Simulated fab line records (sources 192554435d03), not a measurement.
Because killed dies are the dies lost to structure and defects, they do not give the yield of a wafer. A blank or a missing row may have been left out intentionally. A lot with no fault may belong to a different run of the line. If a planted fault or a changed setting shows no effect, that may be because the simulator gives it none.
fab line records || flow n5Finfet
[record] {"lots": 4, "wafers": 12, "lastDay": 16}
route steps=1938 shown MOL_CONTACT_COAG@617 BEOL_M0_SAQP@632 BEOL_M4@1111 PASSIVATION@1936
lots untouched by any fault: they come from a run of this same line in which no faults occurred
startH: start of the lot's first displayed wafer, in hours after the record's first day || waitH: hours from the lot's prior step to this one || " identical to the entry in the row above || L1.1+2: several wafers, shown together as one row || - no value present, or no start provided || * or withheld: withheld || < > ~ a bound
route shown NAME@n: a module of which the file shows steps, and the number in the route of the first || usual: mean and standard deviation over wafers with no fault || same: alike in all rows || chamber/n: place in a boat || sites: readings site by site || _std_site: standard deviation of those values || _edge_site: mean of outer sites minus mean of inner sites || radiusMm: for every site, how far away it sits from the centre of the wafer || mask NAME#n: copy n || behind: tool/chamber where the wafer was last shaped || hold: why the lot went on hold/how many hours it stayed there/how the hold came to an end || device: transistor that didn't switch, given as n, p or np || end of line: the tests these same wafers got at the end of their route || a step given without rows: its recipe and nothing more || killed: dies lost to structure and defects at the first sort, not the wafer's yield || map: per-die view of a wafer (x killed, . not killed, _ where there is no die)
set.NAME: the setting that was run; set.NAME@STEP: the one run at that earlier step || model.NAME: the simulator's own value behind a step, which no gauge read
certain route steps with their lots: each step a table, each wafer a row
[[steps]]
[step N5_MOL_CONTACT_COAG_ETCH_48]
[recipe] {"chemistry": "C4F6/O2", "targetDepthA": 150, "overetchA": 45, "maskMaterial": "SOC", "target": "SiOC", "biasW": 465, "pressureMtorr": 10, "timeS": 17, "sourceW": 335, "Ar_flow_sccm": 300, "C4F6_flow_sccm": 10, "O2_flow_sccm": 10, "ionEnergyEv": 576}
[step N5_MOL_CONTACT_COAG_STRIP_72]
[recipe] {"chemistry": "N2/H2", "powerW": 450, "tempC": 40, "pressureMtorr": 20, "rfFrequencyHz": 6e+07, "overashFraction": 3, "biasPowerW": 7, "h2Frac": 0.5, "n2FlowSccm": 200, "h2FlowSccm": 200}
[step N5_MOL_CONTACT_COAG_STRIP_49]
[recipe] {"chemistry": "N2/H2", "timeS": 30, "powerW": 1000, "tempC": 250, "pressureMtorr": "withheld", "n2FlowSccm": 1750, "h2FlowSccm": 3250}
[step N5_MOL_CONTACT_COAG_PRECLEAN_138]
[recipe] {"chemistry": "alkalineClean", "tempC": 60, "timeS": 60, "doPpb": 50}
[step N5_MOL_CONTACT_COAG_SRD_139]
[recipe] {"dry": "ipaMarangoni", "timeS": 30, "tempC": 23, "rinseLiquid": "diw"}
[step N5_MOL_CONTACT_COAG_PRE_CLEAN_121]
[recipe] {"gas": "H2/He", "timeS": "*", "tempC": "withheld"}
[step N5_MOL_CONTACT_COAG_CVD_140]
[recipe] {"material": "W", "targetThkA": 665, "mode": "selectiveFill", "tempC": 300, "timeS": 215}
[step N5_MOL_CONTACT_COAG_PRECLEAN_127]
[recipe] {"chemistry": "DIW", "timeS": 57.5, "tempC": 23}
[step N5_MOL_CONTACT_COAG_SRD_128]
[recipe] {"dryTimeS": 32, "dry": "n2Spin", "spinRpm": 1500}
[step N5_MOL_CONTACT_COAG_CMP_52]
[recipe] {"stopOn": "SiO2", "tOverpolishS": 1.5, "postCmpClean": "wDiluteNh4oh", "downForcePsi": 4, "platenRpm": 50.289, "padVelocityMS": 1.0006, "targetThkNm": 66.5}
[step N5_MOL_CONTACT_COAG_ANNEAL_112]
[recipe] {"tempC": 400, "timeS": 1800, "ambient": "HPD2", "pressureAtm": 10}
[usual] {"pressureAtm": "10.001/0.017", "spikeTcBottomC": "421.6/0.95", "wafer_temp_C_max": "401.5/0.31"}
{"lot.wafer": "L327.3", "tool": "hpAnneal-01", "chamber": 0, "startH": 126.79, "waitH": 0.0, "pressureAtm": 10.014, "spikeTcBottomC": 423.1, "wafer_temp_C_max": 401.5}
{"lot.wafer": "L327.4", "tool": "hpAnneal-01", "chamber": 0, "startH": 126.79, "waitH": 0.0, "pressureAtm": 9.994, "spikeTcBottomC": 422.6, "wafer_temp_C_max": 401.6}
{"lot.wafer": "L327.5", "tool": "hpAnneal-01", "chamber": 0, "startH": 126.79, "waitH": 0.0, "pressureAtm": 10.004, "spikeTcBottomC": 419.7, "wafer_temp_C_max": 401.5}
{"lot.wafer": "L333.1", "tool": "hpAnneal-01", "chamber": "-", "startH": 164.91, "waitH": 2.1, "pressureAtm": "-", "spikeTcBottomC": "-", "wafer_temp_C_max": "-"}
{"lot.wafer": "L333.5", "tool": "hpAnneal-01", "chamber": "-", "startH": 164.91, "waitH": 2.1, "pressureAtm": "-", "spikeTcBottomC": "-", "wafer_temp_C_max": "-"}
{"lot.wafer": "L333.6", "tool": "hpAnneal-01", "chamber": "-", "startH": 164.91, "waitH": 2.1, "pressureAtm": "-", "spikeTcBottomC": "-", "wafer_temp_C_max": "-"}
{"lot.wafer": "L334.1", "tool": "hpAnneal-01", "chamber": "-", "startH": 169.95, "waitH": 0.0, "pressureAtm": "-", "spikeTcBottomC": "-", "wafer_temp_C_max": "-"}
{"lot.wafer": "L334.2", "tool": "hpAnneal-01", "chamber": "-", "startH": 169.95, "waitH": 0.0, "pressureAtm": "-", "spikeTcBottomC": "-", "wafer_temp_C_max": "-"}
{"lot.wafer": "L334.3", "tool": "hpAnneal-01", "chamber": "-", "startH": 169.95, "waitH": 0.0, "pressureAtm": "-", "spikeTcBottomC": "-", "wafer_temp_C_max": "-"}
{"lot.wafer": "L342.3", "tool": "hpAnneal-01", "chamber": 0, "startH": 216.86, "waitH": 0.6, "pressureAtm": 9.997, "spikeTcBottomC": 421.4, "wafer_temp_C_max": 401.2}
{"lot.wafer": "L342.4", "tool": "hpAnneal-01", "chamber": 0, "startH": 216.86, "waitH": 0.6, "pressureAtm": 9.979, "spikeTcBottomC": 420.2, "wafer_temp_C_max": 401.1}
{"lot.wafer": "L342.5", "tool": "hpAnneal-01", "chamber": 0, "startH": 216.86, "waitH": 0.6, "pressureAtm": 10.027, "spikeTcBottomC": 420.6, "wafer_temp_C_max": 401.7}
[step N5_BEOL_M0_SAQP_PECVD_00]
[recipe] {"material": "SiCN", "targetThkA": 80, "tempC": "withheld", "precursor": "3MS/NH3", "pressureTorr": 3, "rfW": 202, "timeS": 14}
[step N5_BEOL_M0_SAQP_ILD_DEP_01]
[recipe] {"material": "SiOC", "targetThkA": 454.19, "tempC": 350, "precursor": "DEMS/O2", "pressureTorr": 5, "rfW": 500, "timeS": 8.7}
[step N5_BEOL_M0_SAQP_HM_DEP_02]
[recipe] {"material": "TiN", "targetThkA": 120, "tempC": 25, "chamberPressurePa": 0.49996}
[step N5_BEOL_M0_SAQP_PECVD_03]
[recipe] {"material": "SiCN", "targetThkA": 120, "tempC": "withheld", "precursor": "3MS/NH3", "pressureTorr": 3, "rfW": 202, "timeS": 21.1}
[step N5_BEOL_M0_SAQP_PECVD_96]
[recipe] {"material": "a-Si", "targetThkA": 450, "tempC": 350, "precursor": "SiH4/He", "pressureTorr": 3, "rfW": 100, "timeS": 45.2}
[step N5_BEOL_M0_SAQP_PECVD_97]
[recipe] {"material": "SiNx", "targetThkA": 230, "tempC": 350, "precursor": "SiH4/NH3/N2", "pressureTorr": 1.5, "rfW": 300, "timeS": 19.9}
[step N5_BEOL_M0_SAQP_PECVD_04]
[recipe] {"material": "a-Si", "targetThkA": 600, "tempC": 350, "precursor": "SiH4/He", "pressureTorr": 3, "rfW": 100, "timeS": 60.2}
[step N5_BEOL_M0_SAQP_HM_DEP_111]
[recipe] {"material": "SiO2", "targetThkA": 120, "tempC": 400, "precursor": "SiH4/N2O", "pressureTorr": 0.75, "rfW": 275, "timeS": 7.2}
[step N5_BEOL_M0_SAQP_COAT_81]
[recipe] {"resist": "SOC", "tempC": 250, "timeS": 60, "spinRpm": 1500, "resistThkNm": 100}
[step N5_BEOL_M0_SAQP_COAT_82]
[recipe] {"resist": "SiARC", "tempC": 220, "timeS": 60, "spinRpm": 1500, "resistThkNm": 30}
[step N5_BEOL_M0_SAQP_COAT_08]
[recipe] {"resist": "CAR-ArF", "spinRpm": 1500, "resistThkNm": 90}
[step N5_BEOL_M0_SAQP_EBR_10]
[recipe] {"solvent": "PGMEA", "ebrWidthMm": 1.5}
[step N5_BEOL_M0_SAQP_SOFTBAKE_09]
[recipe] {"tempC": 110, "timeS": 60, "resist": "CAR-ArF"}
[step N5_BEOL_M0_SAQP_EXPOSE_11]
[recipe] {"maskId": "M0_CORE", "na": 1.35, "sourceShape": "dipole", "sigmaInner": 0.538, "sigmaOuter": 0.738, "polarization": "te", "targetCdNm": 42, "doseMj": 55}
[step N5_BEOL_M0_SAQP_PEB_12]
[recipe] {"pebTempC": "withheld", "pebTimeS": 60, "resist": "CAR-ArF"}
[step N5_BEOL_M0_SAQP_DEVELOP_13]
[recipe] {"developTimeS": 30, "developer": "TMAH", "resist": "CAR-ArF", "devTempC": 23, "rinseLiquid": "diw", "dry": "airSpin"}
[step N5_BEOL_M0_SAQP_DESCUM_19]
[recipe] {"chemistry": "O2", "timeS": 7.9, "sourcePowerW": 50, "biasPowerW": 20, "pressureMtorr": 20, "rfFrequencyHz": 2.712e+07, "tempC": 40, "resist": "CAR-ArF", "o2FlowSccm": 225}
[step N5_BEOL_M0_SAQP_ETCH_83]
[recipe] {"chemistry": "CF4", "target": "SiARC", "targetDepthA": 390, "maskMaterial": "CAR-ArF", "timeS": 65, "ionEnergyEv": 80, "pressureMtorr": 40, "sourceW": 545, "biasW": 36, "Ar_flow_sccm": 100, "cf4FlowSccm": 100, "ends": "cleared"}
[step N5_BEOL_M0_SAQP_ETCH_84]
[recipe] {"chemistry": "N2/H2", "target": "SOC", "targetDepthA": 1000, "overetchA": 200, "maskMaterial": "SiARC", "tempC": 40, "timeS": 150, "ionEnergyEv": 200, "pressureMtorr": 30, "sourceW": 840, "biasW": 150, "n2FlowSccm": 200, "h2FlowSccm": 200}
[step N5_BEOL_M0_SAQP_STRIP_80]
[recipe] {"chemistry": "N2/H2", "tempC": 40, "n2FlowSccm": 200, "h2FlowSccm": 200, "rfFrequencyHz": 6e+07}
[step N5_BEOL_M0_SAQP_HM_OPEN_112]
[recipe] {"chemistry": "CHF3/O2", "target": "SiO2", "stopOn": "a-Si", "targetDepthA": 120, "overEtchFrac": 1.25, "maskMaterial": "SOC", "timeS": 13.5, "pressureMtorr": 30, "sourceW": 650, "biasW": 170, "Ar_flow_sccm": 200, "CHF3_flow_sccm": 50, "O2_flow_sccm": 5, "ionEnergyEv": 200, "ends": "endPoint"}
[step N5_BEOL_M0_SAQP_STRIP_113]
[recipe] {"chemistry": "CHF3/O2", "resist": "SiARC", "rfFrequencyHz": 6e+07}
[step N5_BEOL_M0_SAQP_MANDREL_ETCH_20]
[recipe] {"targetDepthA": 600, "chemistry": "HBr/Cl2", "target": "a-Si", "stopOn": "SiNx", "btTimeS": 10, "maskMaterial": "SOC", "overEtchFrac": 0.5, "timeS": 30, "pressureMtorr": 10, "icpW": 800, "biasW": 75, "HBr_flow_sccm": 150, "Cl2_flow_sccm": 80, "ends": "endPoint"}
[step N5_BEOL_M4_RC_MEAS_101]
[usual] {"DIBL_N": "37.1/2.4", "DIBL_P": "37/3", "IOFF_N": "0.18/0.053", "IOFF_N_LONG": "5.47e-05/1.9e-06", "IOFF_P": "0.21/0.05", "IOFF_P_LONG": "0.000101/7.9e-06", "ION_N": "674/14", "ION_P": "459/9.2", "SS_N": "72.1/0.9", "SS_P": "73.4/0.89", "VT_N": "250/3.8", "VT_N_LONG": "275.4/1.7", "VT_N_LVT": "98/3.8", "VT_P": "-251/3.7", "VT_P_LONG": "-277.1/2.6", "VT_P_LVT": "-99/3.3"}
{"lot.wafer": "L327.3", "tool": "prober-01", "chamber": 0, "startH": 200.94, "waitH": 0.5, "DIBL_N[mV/V]": 36.2, "DIBL_P[mV/V]": 35, "IOFF_N[nA/um]": 0.14, "IOFF_N_LONG[nA/um]": 5.49e-05, "IOFF_P[nA/um]": 0.17, "IOFF_P_LONG[nA/um]": 9.6e-05, "ION_N[uA/um]": 668, "ION_P[uA/um]": 446, "SS_N[mV/dec]": 71.3, "SS_P[mV/dec]": 72.7, "VT_N[mV]": 254, "VT_N_LONG[mV]": 273.0, "VT_N_LVT[mV]": 100, "VT_P[mV]": -254, "VT_P_LONG[mV]": -278.2, "VT_P_LVT[mV]": -101}
{"lot.wafer": "L327.4", "tool": "prober-01", "chamber": 0, "startH": 200.94, "waitH": 0.5, "DIBL_N[mV/V]": 40.4, "DIBL_P[mV/V]": 41, "IOFF_N[nA/um]": 0.23, "IOFF_N_LONG[nA/um]": 5.3e-05, "IOFF_P[nA/um]": 0.26, "IOFF_P_LONG[nA/um]": 9.6e-05, "ION_N[uA/um]": 672, "ION_P[uA/um]": 457, "SS_N[mV/dec]": 72.6, "SS_P[mV/dec]": 74.7, "VT_N[mV]": 250, "VT_N_LONG[mV]": 274.5, "VT_N_LVT[mV]": 93, "VT_P[mV]": -250, "VT_P_LONG[mV]": -281.2, "VT_P_LVT[mV]": -95}
{"lot.wafer": "L327.5", "tool": "prober-01", "chamber": 0, "startH": 200.94, "waitH": 0.5, "DIBL_N[mV/V]": 35.9, "DIBL_P[mV/V]": 35, "IOFF_N[nA/um]": 0.14, "IOFF_N_LONG[nA/um]": 5.4e-05, "IOFF_P[nA/um]": 0.18, "IOFF_P_LONG[nA/um]": 9.5e-05, "ION_N[uA/um]": 669, "ION_P[uA/um]": 461, "SS_N[mV/dec]": 71.8, "SS_P[mV/dec]": 72.9, "VT_N[mV]": 252, "VT_N_LONG[mV]": 277.6, "VT_N_LVT[mV]": 98, "VT_P[mV]": -254, "VT_P_LONG[mV]": -277.9, "VT_P_LVT[mV]": -100}
{"lot.wafer": "L334.1", "tool": "prober-01", "chamber": 0, "startH": 234.22, "waitH": 0.0, "DIBL_N[mV/V]": 41.7, "DIBL_P[mV/V]": 43, "IOFF_N[nA/um]": 0.24, "IOFF_N_LONG[nA/um]": 7.59e-05, "IOFF_P[nA/um]": 0.19, "IOFF_P_LONG[nA/um]": 0.000135, "ION_N[uA/um]": 633, "ION_P[uA/um]": 392, "SS_N[mV/dec]": 77.4, "SS_P[mV/dec]": 82.5, "VT_N[mV]": 261, "VT_N_LONG[mV]": 291.5, "VT_N_LVT[mV]": 107, "VT_P[mV]": -279, "VT_P_LONG[mV]": -310.6, "VT_P_LVT[mV]": -128}
{"lot.wafer": "L334.2", "tool": "prober-01", "chamber": 0, "startH": 234.22, "waitH": 0.0, "DIBL_N[mV/V]": 35.5, "DIBL_P[mV/V]": 36, "IOFF_N[nA/um]": 0.13, "IOFF_N_LONG[nA/um]": 7.78e-05, "IOFF_P[nA/um]": 0.12, "IOFF_P_LONG[nA/um]": 0.000146, "ION_N[uA/um]": 628, "ION_P[uA/um]": 390, "SS_N[mV/dec]": 75.5, "SS_P[mV/dec]": 81.2, "VT_N[mV]": 266, "VT_N_LONG[mV]": 289.6, "VT_N_LVT[mV]": 114, "VT_P[mV]": -285, "VT_P_LONG[mV]": -310.0, "VT_P_LVT[mV]": -134}
{"lot.wafer": "L334.3", "tool": "prober-01", "chamber": 0, "startH": 234.22, "waitH": 0.0, "DIBL_N[mV/V]": 40.9, "DIBL_P[mV/V]": 39, "IOFF_N[nA/um]": 0.26, "IOFF_N_LONG[nA/um]": 8.12e-05, "IOFF_P[nA/um]": 0.16, "IOFF_P_LONG[nA/um]": 0.000149, "ION_N[uA/um]": 630, "ION_P[uA/um]": 394, "SS_N[mV/dec]": 77.7, "SS_P[mV/dec]": 81.3, "VT_N[mV]": 262, "VT_N_LONG[mV]": 292.8, "VT_N_LVT[mV]": 109, "VT_P[mV]": -281, "VT_P_LONG[mV]": -311.1, "VT_P_LVT[mV]": -131}
{"lot.wafer": "L333.1", "tool": "prober-02", "chamber": 0, "startH": 234.74, "waitH": 0.0, "DIBL_N[mV/V]": 37.9, "DIBL_P[mV/V]": 39, "IOFF_N[nA/um]": 0.16, "IOFF_N_LONG[nA/um]": 7.32e-05, "IOFF_P[nA/um]": 0.14, "IOFF_P_LONG[nA/um]": 0.000141, "ION_N[uA/um]": 631, "ION_P[uA/um]": 394, "SS_N[mV/dec]": 75.4, "SS_P[mV/dec]": 81.3, "VT_N[mV]": 265, "VT_N_LONG[mV]": 292.1, "VT_N_LVT[mV]": 111, "VT_P[mV]": -287, "VT_P_LONG[mV]": -313.4, "VT_P_LVT[mV]": -132}
{"lot.wafer": "L333.5", "tool": "prober-02", "chamber": 0, "startH": 234.74, "waitH": 0.0, "DIBL_N[mV/V]": 33.3, "DIBL_P[mV/V]": 34, "IOFF_N[nA/um]": 0.09, "IOFF_N_LONG[nA/um]": 7.01e-05, "IOFF_P[nA/um]": 0.09, "IOFF_P_LONG[nA/um]": 0.000151, "ION_N[uA/um]": 606, "ION_P[uA/um]": 385, "SS_N[mV/dec]": 74.6, "SS_P[mV/dec]": 80.4, "VT_N[mV]": 271, "VT_N_LONG[mV]": 293.1, "VT_N_LVT[mV]": 118, "VT_P[mV]": -292, "VT_P_LONG[mV]": -313.5, "VT_P_LVT[mV]": -138}
{"lot.wafer": "L333.6", "tool": "prober-02", "chamber": 0, "startH": 234.74, "waitH": 0.0, "DIBL_N[mV/V]": 38.5, "DIBL_P[mV/V]": 37, "IOFF_N[nA/um]": 0.19, "IOFF_N_LONG[nA/um]": 7.42e-05, "IOFF_P[nA/um]": 0.12, "IOFF_P_LONG[nA/um]": 0.000129, "ION_N[uA/um]": 613, "ION_P[uA/um]": 381, "SS_N[mV/dec]": 76.8, "SS_P[mV/dec]": 79.9, "VT_N[mV]": 267, "VT_N_LONG[mV]": 294.0, "VT_N_LVT[mV]": 114, "VT_P[mV]": -287, "VT_P_LONG[mV]": -310.6, "VT_P_LVT[mV]": -135}
{"lot.wafer": "L342.3", "tool": "prober-02", "chamber": 0, "startH": 285.62, "waitH": 0.3, "DIBL_N[mV/V]": 40.4, "DIBL_P[mV/V]": 43, "IOFF_N[nA/um]": 0.25, "IOFF_N_LONG[nA/um]": 5.2e-05, "IOFF_P[nA/um]": 0.29, "IOFF_P_LONG[nA/um]": 9.9e-05, "ION_N[uA/um]": 687, "ION_P[uA/um]": 464, "SS_N[mV/dec]": 72.8, "SS_P[mV/dec]": 73.9, "VT_N[mV]": 246, "VT_N_LONG[mV]": 273.2, "VT_N_LVT[mV]": 93, "VT_P[mV]": -246, "VT_P_LONG[mV]": -280.8, "VT_P_LVT[mV]": -95}
{"lot.wafer": "L342.4", "tool": "prober-02", "chamber": 0, "startH": 285.62, "waitH": 0.3, "DIBL_N[mV/V]": 37.4, "DIBL_P[mV/V]": 39, "IOFF_N[nA/um]": 0.19, "IOFF_N_LONG[nA/um]": 5.34e-05, "IOFF_P[nA/um]": 0.22, "IOFF_P_LONG[nA/um]": 9.6e-05, "ION_N[uA/um]": 671, "ION_P[uA/um]": 460, "SS_N[mV/dec]": 71.9, "SS_P[mV/dec]": 73.5, "VT_N[mV]": 250, "VT_N_LONG[mV]": 274.0, "VT_N_LVT[mV]": 95, "VT_P[mV]": -250, "VT_P_LONG[mV]": -281.1, "VT_P_LVT[mV]": -98}
{"lot.wafer": "L342.5", "tool": "prober-02", "chamber": 0, "startH": 285.62, "waitH": 0.3, "DIBL_N[mV/V]": 37.1, "DIBL_P[mV/V]": 39, "IOFF_N[nA/um]": 0.18, "IOFF_N_LONG[nA/um]": 5.35e-05, "IOFF_P[nA/um]": 0.21, "IOFF_P_LONG[nA/um]": 0.0001, "ION_N[uA/um]": 682, "ION_P[uA/um]": 463, "SS_N[mV/dec]": 71.5, "SS_P[mV/dec]": 73.3, "VT_N[mV]": 249, "VT_N_LONG[mV]": 275.1, "VT_N_LVT[mV]": 96, "VT_P[mV]": -251, "VT_P_LONG[mV]": -280.0, "VT_P_LVT[mV]": -98}
[step N5_PASSIVATION_PROBE_49]
[usual] {"defectLimitedYield": "91.6/1.4", "killed_at_M0_to_M3": "32/9.5", "killed_at_M4_up": "13/6", "killedAtContacts": "12/5.6", "killedAtFrontEnd": "39/11", "killedAtOther": "2.8/2.3", "killedDies": "99/16", "killedOpen": "65/12", "killedShort": "32/7.6", "sort_bin_5_function": "4.8/0.88", "sort_bin_6_memory": "3.2/0.65", "sort_bin_8_speed": "0.2/2", "sortNPass": "1077/29", "sortYieldPct": "91.2/2.5"}
[same] {"grossDies": 1180, "killedAtBackSide": 0, "sort_bin_4_leakage[%]": 0}
{"lot.wafer": "L334.1", "tool": "prober-02", "chamber": "-", "startH": 337.27, "waitH": 0.0, "defectLimitedYield[%]": 91.0, "killed_at_M0_to_M3": 32, "killed_at_M4_up": 23, "killedAtContacts": 5, "killedAtFrontEnd": 43, "killedAtOther": 3, "killedDies": 106, "killedOpen": 60, "killedShort": 33, "sort_bin_5_function[%]": 5.2, "sort_bin_6_memory[%]": 2.8, "sort_bin_8_speed[%]": 91.0, "sortNPass": 0, "sortYieldPct[%]": 0}
{"lot.wafer": "L334.2", "tool": "prober-02", "chamber": "-", "startH": 337.32, "waitH": 0.1, "defectLimitedYield[%]": 89.3, "killed_at_M0_to_M3": 45, "killed_at_M4_up": 19, "killedAtContacts": 13, "killedAtFrontEnd": 47, "killedAtOther": 2, "killedDies": 126, "killedOpen": 85, "killedShort": 37, "sort_bin_5_function[%]": 6.5, "sort_bin_6_memory[%]": 3.5, "sort_bin_8_speed[%]": 89.3, "sortNPass": 0, "sortYieldPct[%]": 0}
{"lot.wafer": "L334.3", "tool": "prober-02", "chamber": "-", "startH": 337.37, "waitH": 0.1, "defectLimitedYield[%]": 92.6, "killed_at_M0_to_M3": 39, "killed_at_M4_up": 11, "killedAtContacts": 7, "killedAtFrontEnd": 27, "killedAtOther": 3, "killedDies": 87, "killedOpen": 41, "killedShort": 46, "sort_bin_5_function[%]": 3.9, "sort_bin_6_memory[%]": 3.1, "sort_bin_8_speed[%]": 92.6, "sortNPass": 0, "sortYieldPct[%]": 0}
{"lot.wafer": "L333.1", "tool": "prober-02", "chamber": "-", "startH": 343.49, "waitH": 0.0, "defectLimitedYield[%]": 90.0, "killed_at_M0_to_M3": 36, "killed_at_M4_up": 8, "killedAtContacts": 10, "killedAtFrontEnd": 61, "killedAtOther": 3, "killedDies": 118, "killedOpen": 87, "killedShort": 31, "sort_bin_5_function[%]": 5.3, "sort_bin_6_memory[%]": 4.6, "sort_bin_8_speed[%]": 90.0, "sortNPass": 0, "sortYieldPct[%]": 0}
{"lot.wafer": "L333.5", "tool": "prober-02", "chamber": "-", "startH": 343.69, "waitH": 0.2, "defectLimitedYield[%]": 91.6, "killed_at_M0_to_M3": 29, "killed_at_M4_up": 10, "killedAtContacts": 2, "killedAtFrontEnd": 55, "killedAtOther": 3, "killedDies": 99, "killedOpen": 70, "killedShort": 29, "sort_bin_5_function[%]": 5.2, "sort_bin_6_memory[%]": 3.0, "sort_bin_8_speed[%]": 91.6, "sortNPass": 0, "sortYieldPct[%]": 0}
{"lot.wafer": "L333.6", "tool": "prober-02", "chamber": "-", "startH": 343.74, "waitH": 0.3, "defectLimitedYield[%]": 92.0, "killed_at_M0_to_M3": 30, "killed_at_M4_up": 8, "killedAtContacts": 3, "killedAtFrontEnd": 49, "killedAtOther": 4, "killedDies": 94, "killedOpen": 66, "killedShort": 28, "sort_bin_5_function[%]": 4.4, "sort_bin_6_memory[%]": 3.4, "sort_bin_8_speed[%]": 92.0, "sortNPass": 0, "sortYieldPct[%]": 0}
// killed by level:class
L334.1 BEOL_M4:geometricParticle:open=11 HKMG_FIN:areaEtch=11 BEOL_M0_SAQP:geometricParticle:short=9 BEOL_M0_SAQP:geometricParticle:open=7 FIN_SAQP:geometricParticle:open=6 FIN_SAQP:geometricParticle:short=4 GATE_CUT:geometricParticle:open=4 BEOL_M2:geometricParticle:open=4
L334.2 FIN_SAQP:geometricParticle:open=13 BEOL_M4:geometricParticle:open=12 BEOL_M0_SAQP:geometricParticle:open=11 BEOL_M0_SAQP:geometricParticle:short=11 MOL_CONTACT_COAG:geometricParticle:open=10 BEOL_M2:geometricParticle:open=8 FIN_SAQP:geometricParticle:short=6 GATE_CUT:geometricParticle:short=6
L334.3 BEOL_M0_SAQP:geometricParticle:short=13 BEOL_M0_SAQP:geometricParticle:open=10 GATE_CUT:geometricParticle:short=8 BEOL_M2:geometricParticle:open=7 BEOL_M4:geometricParticle:open=7 MOL_CONTACT_COAG:geometricParticle:open=6 FIN_SAQP:geometricParticle:short=5 FIN_SAQP:geometricParticle:open=4
L333.1 STI_FIN_REVEAL:geometricParticle:open=23 FIN_SAQP:geometricParticle:open=16 BEOL_M2:geometricParticle:open=10 BEOL_M1:geometricParticle:open=9 MOL_CONTACT_COAG:geometricParticle:open=8 FIN_SAQP:geometricParticle:short=6 BEOL_M0_SAQP:geometricParticle:short=6 STI_FIN_REVEAL:geometricParticle:short=5
L333.5 FIN_SAQP:geometricParticle:open=17 STI_FIN_REVEAL:geometricParticle:open=13 BEOL_M1:geometricParticle:open=13 FIN_SAQP:geometricParticle:short=7 BEOL_M4:geometricParticle:open=6 BEOL_M0_SAQP:geometricParticle:short=4 BEOL_M3:geometricParticle:open=4 STI_FIN_REVEAL:geometricParticle:short=3
L333.6 FIN_SAQP:geometricParticle:open=15 DUMMY_GATE:geometricParticle:open=9 BEOL_M1:geometricParticle:open=8 BEOL_M2:geometricParticle:open=8 FIN_SAQP:geometricParticle:short=5 STI_FIN_REVEAL:geometricParticle:open=5 BEOL_M0_SAQP:geometricParticle:open=5 ILD0:geometricParticle:short=4
// map L333.1 (x killed, . not)
_________________..x....x....________________
______________...........x......_____________
___________xx......................__________
__________x.....x...........x......._________
________.....xx..............xx...x..._______
_______.x...........x........x.x..x.x.x______
______.............x........x..x.x......_____
_____......x................x.xx..x......____
____....x...xx..x........x..........x.....___
___............................x.x.x.x.....__
___.x....x........x............x...........__
__....................x....................._
__.....x.............x......x..............._
_........x.....x................x.........x..
_...............x......................x.x...
_........x......x...........x...............x
_....x.......................................
_............x......x.....x..........x.x.....
_...x...............x........................
_..x...........................x.x...........
_........x........x......x........x.....x....
__........x.......................xx..x....._
__...............xx........xx.....x.x......._
___...................................x....__
___.................................x......__
____..........x...........x........x...x.x___
_____.x.x......................x....x....____
______............x......xx.....x......._____
_______............x....x...x..x.xx...x______
________.....x............x.x..x......_______
__________..........x....x.x........_________
___________x................x......__________
______________..............x..._____________
_________________......x...x.________________
// map L334.2 (x killed, . not)
_________________............________________
______________..........x.....x._____________
___________.....x.....x........x..x__________
__________...............x.......x.._________
________....x.............x......x...x_______
_______....x.......x................x..______
______....x...x........................x_____
_____....x........x......................____
____....x.xx.....xx....x..........x.......___
___..x..x.x....................x...........__
___x..........x...x.x....................x.__
__............x.x..........................._
__.........x.................x.....xx......._
_......xxx.x..x...x.......x...x.x..x.....x...
_.....x.....x.x.....x..x............x........
_..x.x....x..............x..x....x...........
_..x......x.....................x..........x.
_......xx..xx.....x....xx....................
_................x.....xx......x...x.x.......
_..................x...............x....x....
_...x..x.....x...............x...............
__...x.......xx.....................x..x...._
__..x...........x.............x............._
___.x.......x.....x....................x...__
___........x............xx.................__
____...x....xx.......x....................___
_____...x......................x.x..x....____
______..............x..................._____
_______.....................x........x.______
________.........................xx..._______
__________...x.................xx..._________
___________..x....x..x........x....__________
______________..x..x............_____________
_________________............________________
[[key]]
[firstSign] {"step": "N5_MOL_CONTACT_COAG_ANNEAL_112", "reading": "toolRecord", "direction": "missing"}
[effect] {"step": "N5_BEOL_M4_RC_MEAS_101", "reading": "VT_P_LONG", "direction": "down", "sigmas": 14, "usual": -277.1, "struck": -311.5}
[effect] {"step": "N5_BEOL_M4_RC_MEAS_101", "reading": "IOFF_N_LONG", "direction": "up", "sigmas": 11, "usual": 5.47e-05, "struck": 7.54e-05}
[effect] {"step": "N5_BEOL_M4_RC_MEAS_101", "reading": "VT_P_LVT", "direction": "down", "sigmas": 10, "usual": -99, "struck": -133}
[effect] {"step": "N5_BEOL_M4_RC_MEAS_101", "reading": "VT_N_LONG", "direction": "up", "sigmas": 9.9, "usual": 275.4, "struck": 292.2}
[effect] {"step": "N5_BEOL_M4_RC_MEAS_101", "reading": "VT_P", "direction": "down", "sigmas": 9.1, "usual": -251, "struck": -285}
[effect] {"step": "N5_BEOL_M4_RC_MEAS_101", "reading": "SS_P", "direction": "up", "sigmas": 8.7, "usual": 73.4, "struck": 81.1}
[effect] {"step": "N5_BEOL_M4_RC_MEAS_101", "reading": "ION_P", "direction": "down", "sigmas": 7.5, "usual": 459, "struck": 389}
[effect] {"step": "N5_BEOL_M4_RC_MEAS_101", "reading": "IOFF_P_LONG", "direction": "up", "sigmas": 5.2, "usual": 0.000101, "struck": 0.000142}
[effect] {"step": "N5_BEOL_M4_RC_MEAS_101", "reading": "SS_N", "direction": "up", "sigmas": 4.6, "usual": 72.1, "struck": 76.2}
[effect] {"step": "N5_BEOL_M4_RC_MEAS_101", "reading": "VT_N", "direction": "up", "sigmas": 4.1, "usual": 250, "struck": 265}
[effect] {"step": "N5_BEOL_M4_RC_MEAS_101", "reading": "VT_N_LVT", "direction": "up", "sigmas": 3.8, "usual": 98, "struck": 112}
[effect] {"step": "N5_BEOL_M4_RC_MEAS_101", "reading": "ION_N", "direction": "down", "sigmas": 3.6, "usual": 674, "struck": 623}
[effect] {"step": "N5_PASSIVATION_PROBE_49", "reading": "sort_bin_8_speed", "direction": "up", "sigmas": 45, "usual": 0.2, "struck": 91.1}
metAt N5_MOL_CONTACT_COAG_ANNEAL_112
struckWafers L333.1,L333.5,L333.6,L334.1,L334.2,L334.3
[baselineLoss] {"step": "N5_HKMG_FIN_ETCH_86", "wafers": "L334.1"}
onsetBetween 126.79 164.91
[fault] {"kind": "skippedStepWhole", "tool": "hpAnneal-01", "chamber": "-", "onsetH": 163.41, "steps": "N5_MOL_CONTACT_COAG_ANNEAL_112", "scope": "struckLotsOnly"}
// baselineLoss: these wafers lose ten dies or more at that step, a loss of the line's own and not of a fault; the sort's usual values leave them out
